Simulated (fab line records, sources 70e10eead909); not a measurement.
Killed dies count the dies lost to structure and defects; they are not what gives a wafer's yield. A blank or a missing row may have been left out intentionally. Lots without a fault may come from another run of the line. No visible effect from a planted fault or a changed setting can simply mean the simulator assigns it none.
Matching of chambers | flow nand harc | pecvd-01 running NHARC_A_CHANNEL_HOLE_D1_DEP_01: 3 sister chambers
The step deposits SiON, target thk 140 nm. 14 wafers are shown with their chamber, then 7 later ones without.

## EACH WAFER AND ITS CHAMBER
wafer  | chamber | heater power w (W) | susceptor temp C (C) | rf fwd power W (W)
L847.1 | 0       | 979                | 399.82               | 347.5
L847.4 | 1       | 993                | 400.26               | 347.3
L847.6 | 2       | 584                | 400.04               | 347.0
L848.2 | 0       | 860                | 399.83               | 348.4
L848.3 | 2       | 621                | 400.12               | 348.2
L848.4 | 0       | 885                | 400.03               | 349.3
L854.2 | 1       | 971                | 399.90               | 349.0
L854.4 | 1       | 986                | 399.74               | 350.4
L854.5 | 0       | 956                | 399.67               | 347.9
L856.1 | 0       | 939                | 399.92               | 348.9
L856.4 | 1       | 913                | 400.40               | 348.0
L856.6 | 0       | 946                | 399.86               | 351.0
L857.1 | 2       | 635                | 400.27               | 350.1
L857.2 | 0       | 937                | 400.29               | 349.9

SIGNATURES (means of the wafers above)
reading          | chamber 0 | chamber 1 | chamber 2 | scatter within a chamber
heater power w   | 928.86    | 965.75    | 613.33    | 37.8
susceptor temp C | 399.9171  | 400.0750  | 400.1433  | 0.222
rf fwd power W   | 348.986   | 348.675   | 348.433   | 1.32
Rule: distance of a wafer from a chamber = root of the sum over the readings of ((wafer's reading minus chamber's mean) / reading's scatter) squared. The wafer belongs to the nearest chamber; if the next one is less than 2 further off, it can't be placed. How the scatter is found: for the shown wafers, subtract from each reading the mean of its chamber, square and add these, divide the total by (wafers less chambers), then take the root.

## WAFERS WITHOUT THEIR CHAMBER
wafer  | heater power w (W) | susceptor temp C (C) | rf fwd power W (W)
L857.5 | 633                | 399.95               | 349.9
L859.2 | 892                | 400.37               | 350.1
L859.5 | 898                | 399.77               | 350.9
L859.6 | 639                | 400.15               | 349.0
L868.1 | 872                | 399.87               | 348.6
L868.4 | 865                | 399.71               | 348.7
L868.6 | 998                | 399.90               | 348.8

## WHICH CHAMBER EACH ONE RAN IN
wafer  | from the rows above     | in truth
L857.5 | 2                       | 2
L859.2 | can't be placed: 0 or 1 | 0
L859.5 | can't be placed: 0 or 1 | 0
L859.6 | 2                       | 2
L868.1 | can't be placed: 0 or 1 | 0
L868.4 | can't be placed: 0 or 1 | 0
L868.6 | can't be placed: 1 or 0 | 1
Placed correctly: 2 of 7. These rows do not allow placing 5 (true chamber among the candidates in 5). 0 placed wrongly.
